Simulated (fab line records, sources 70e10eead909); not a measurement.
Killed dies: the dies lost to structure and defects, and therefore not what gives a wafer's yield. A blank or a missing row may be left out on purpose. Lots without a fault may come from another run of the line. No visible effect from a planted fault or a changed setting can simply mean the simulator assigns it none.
Matching of chambers | flow nand-harc | NHARC_A_ONON_D2_DEP_33 on pecvd-04: 3 sister chambers
The step deposits SiO2, target thk 200 nm. 3 wafers are shown with their chamber, then 6 later ones without.

## EACH WAFER AND ITS CHAMBER
wafer  | chamber | throttle-valve-pct (%)
L584.5 | 0       | 15.1
L587.2 | 2       | 15.9
L587.3 | 1       | 16.1

## WAFERS WITH NO CHAMBER GIVEN
wafer  | throttle-valve-pct (%)
L587.6 | 16.3
L597.1 | 14.6
L597.2 | 16.2
L600.3 | 16.5
L600.4 | 14.6
L600.6 | 15.7

## EACH ONE'S CHAMBER
wafer  | from the rows above          | in truth
L587.6 | can't be placed: 1 or 2      | 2
L597.1 | 0                            | 0
L597.2 | can't be placed: 1 or 2      | 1
L600.3 | can't be placed: 1 or 2      | 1
L600.4 | 0                            | 0
L600.6 | can't be placed: 2 or 1 or 0 | 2
2 of 6 placed correctly. Not placeable from these rows: 4 (in 4, the candidates include the true chamber). Wrongly placed: 0.
How it was worked out, from the rows above alone: a wafer's distance from a chamber is the root of the sum, over the readings, of the square of ((its reading less the chamber's mean) divided by the reading's scatter). The wafer belongs to the nearest chamber; if the next one is less than 2 further off, it can't be placed. Each chamber's mean is taken over the wafers shown for it. The scatter: root of mean squared gap, hidden wafer to nearest shown wafer, with one shown wafer a chamber.
